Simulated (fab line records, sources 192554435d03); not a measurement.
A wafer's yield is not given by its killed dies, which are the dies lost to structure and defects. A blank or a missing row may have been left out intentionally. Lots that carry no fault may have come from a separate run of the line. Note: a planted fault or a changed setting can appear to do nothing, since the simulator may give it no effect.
Lot-split experiment -- flow n5_finfet -- 21 wafers read across 7 lots, on a route 1938 steps long

== THE SPLIT ITSELF ==
At N5_BEOL_M3_ETCH_41 (etches SiCN in CH3F/O2, target depth 29.9 nm, time 52.5 s), the setting target_depth_a was moved away from the recipe's 299 angstrom on 5 of the 21 wafers read, by -10.0% to +11.5%. The other wafers ran this setting at the recipe's value.

The split's own step is where the reading is taken.

== THE READING ==
etch.depth_nm (the simulator's own value, which no gauge read), in nm, at N5_BEOL_M3_ETCH_41 (etches SiCN in CH3F/O2, target depth 29.9 nm, time 52.5 s). No usual value for it is given in the file. Average 19.66 nm, standard deviation 0.43 nm, over the 16 wafers here run with the recipe.

wafer,"tool, chamber at the split","target_depth_a as run, angstrom",against the recipe,"etch.depth_nm, nm",against lot-mates on the recipe
L074.1,"rie_diel-04, 0",299,recipe,18.86,-
L074.2,"rie_diel-04, 3",299,recipe,20.16,-
L074.3,"rie_diel-04, 1",299,recipe,19.58,-
L075.1,"rie_diel-04, 2",277.5,-7.2%,17.84,-1.43
L075.3,"rie_diel-04, 1",299,recipe,19.62,-
L075.5,"rie_diel-04, 0",299,recipe,18.91,-
L081.2,"rie_diel-02, 2",299,recipe,19.7,-
L081.3,"rie_diel-02, 1",299,recipe,19.42,-
L081.4,"rie_diel-02, 0",299,recipe,19.36,-
L084.3,"rie_diel-05, 1",320.3,+7.1%,21.34,+1.70
L084.4,"rie_diel-05, 3",320.3,+7.1%,21.46,+1.82
L084.6,"rie_diel-05, 0",299,recipe,19.64,-
L085.1,"rie_diel-05, 3",299,recipe,19.6,-
L085.2,"rie_diel-05, 1",333.4,+11.5%,22.21,+2.40
L085.6,"rie_diel-05, 1",299,recipe,20.02,-
L092.2,"rie_diel-05, 2",299,recipe,19.55,-
L092.3,"rie_diel-05, 0",299,recipe,19.45,-
L092.5,"rie_diel-05, 3",299,recipe,19.83,-
L094.2,"rie_diel-02, 3",269.2,-10.0%,18.46,-1.94
L094.3,"rie_diel-02, 2",299,recipe,20.22,-
L094.6,"rie_diel-02, 3",299,recipe,20.58,-

FIT RESULTS
A straight line over all 21 wafers: etch.depth_nm changes by +0.204 nm for each +1% of target_depth_a; r = +0.90; the points scatter about the line by 0.46 nm.
The same after taking each lot's own level away (the mean of its wafers on the recipe; 21 wafers): +0.213 nm for each +1%; r = +0.96; scatter 0.29 nm.
The reading moves by 2.5 nm for the largest change in target_depth_a, on that fit.
From 19.265 to 20.400 nm: that is the span of the lots' own levels, equal to 2.6 times the standard deviation above.
The two slopes agree, so the slope changes little with the lot-to-lot level.
Check: +2.53 nm against its lot-mates is what the line predicts for one of the wafers moved furthest among these (+11.5%) when that wafer is left out of the fit. Against them it came out at +2.4 nm.

== ADDITIONAL SPLITS CARRIED BY THESE WAFERS ==
These wafers also went through other splits before the reading. Each is held against what the fit with the lots' levels taken away leaves over:
other split on the same wafers,wafers away from the commonest value,r with etch.depth_nm (lot level and that fit taken away)
N5_BEOL_M0_SAQP_EXPOSE_37 dose_mj,7,+0.02
N5_BEOL_M0_SAQP_CUT_ETCH_46 source_w,8,-0.08
N5_BEOL_M0_ETCH_109 bias_w,9,+0.08
N5_BEOL_M2_COAT_67 spin_rpm,7,-0.02
N5_BEOL_M2_EXPOSE_25 dose_mj,5,-0.19
N5_BEOL_M3_TRENCH_ETCH_37 bias_w,8,-0.11

== THE FILE'S OWN FIT ==
etch.depth_nm changes by +0.208 nm for each +1% of target_depth_a, r = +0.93.
